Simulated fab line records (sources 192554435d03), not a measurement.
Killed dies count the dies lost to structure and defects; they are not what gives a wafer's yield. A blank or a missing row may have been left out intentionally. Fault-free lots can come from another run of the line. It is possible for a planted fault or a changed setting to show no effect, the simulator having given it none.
Matching of chambers | flow n5-finfet | 3 sister chambers for N5_BEOL_M6_PECVD_70 on pecvd-02
The step deposits SiO2 from TEOS/O2, target thk 20 nm, time 22.7 s. 16 wafers are shown with their chamber, then 8 later ones without.

## WAFERS WITH THEIR CHAMBER
wafer  | chamber | throttle-valve-pct (%) | showerhead-plenum-p-Torr (Torr) | heater-power-w (W)
L078.2 | 1       | 23.6                   | 8.75                            | 683
L078.3 | 0       | 21.5                   | 8.86                            | 682
L078.6 | 1       | 23.9                   | 8.75                            | 677
L079.1 | 1       | 23.9                   | 8.73                            | 720
L079.4 | 1       | 23.7                   | 8.76                            | 703
L079.5 | 0       | 21.3                   | 8.88                            | 699
L081.1 | 1       | 23.7                   | 8.75                            | 775
L081.3 | 0       | 21.5                   | 8.90                            | 693
L081.6 | 0       | 21.4                   | 8.89                            | 696
L093.1 | 0       | 21.8                   | 8.88                            | 779
L093.2 | 1       | 23.9                   | 8.74                            | 705
L093.5 | 1       | 23.7                   | 8.74                            | 745
L094.1 | 1       | 23.7                   | 8.77                            | 645
L094.2 | 2       | 21.3                   | 8.84                            | 860
L094.4 | 2       | 21.0                   | 8.87                            | 843
L095.1 | 2       | 21.2                   | 8.85                            | 730

SIGNATURES (means of the wafers above)
reading                  | chamber 0 | chamber 1 | chamber 2 | scatter within a chamber
throttle-valve-pct       | 21.500    | 23.762    | 21.167    | 0.148
showerhead-plenum-p-Torr | 8.8820    | 8.7487    | 8.8533    | 0.0137
heater-power-w           | 709.80    | 706.62    | 811.00    | 46.2
Rule: distance of a wafer from a chamber = root of the sum over the readings of ((wafer's reading minus chamber's mean) / reading's scatter) squared. If the next closest chamber is less than 2 further off than the closest, the wafer can't be placed; otherwise it belongs to the closest. The scatter: the root of (the sum of the squares of (reading less its chamber's mean) over the shown wafers, divided by (wafers less chambers)).

## WAFERS WITH NO CHAMBER GIVEN
wafer  | throttle-valve-pct (%) | showerhead-plenum-p-Torr (Torr) | heater-power-w (W)
L095.3 | 21.3                   | 8.91                            | 757
L095.6 | 20.9                   | 8.85                            | 730
L097.1 | 23.8                   | 8.73                            | 730
L097.4 | 21.6                   | 8.90                            | 740
L097.6 | 23.8                   | 8.74                            | 711
L096.2 | 23.9                   | 8.75                            | 715
L096.5 | 21.0                   | 8.87                            | 820
L096.6 | 23.6                   | 8.75                            | 702

## THE CHAMBER EACH PASSED THROUGH
wafer  | from the rows above     | in truth
L095.3 | can't be placed: 0 or 2 | 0
L095.6 | 2                       | 2
L097.1 | 1                       | 1
L097.4 | 0                       | 0
L097.6 | 1                       | 1
L096.2 | 1                       | 1
L096.5 | 2                       | 2
L096.6 | 1                       | 1
Correctly placed: 7 of 8. Not placeable from these rows: 1 (in 1, the candidates include the true chamber). Placed wrongly: 0.
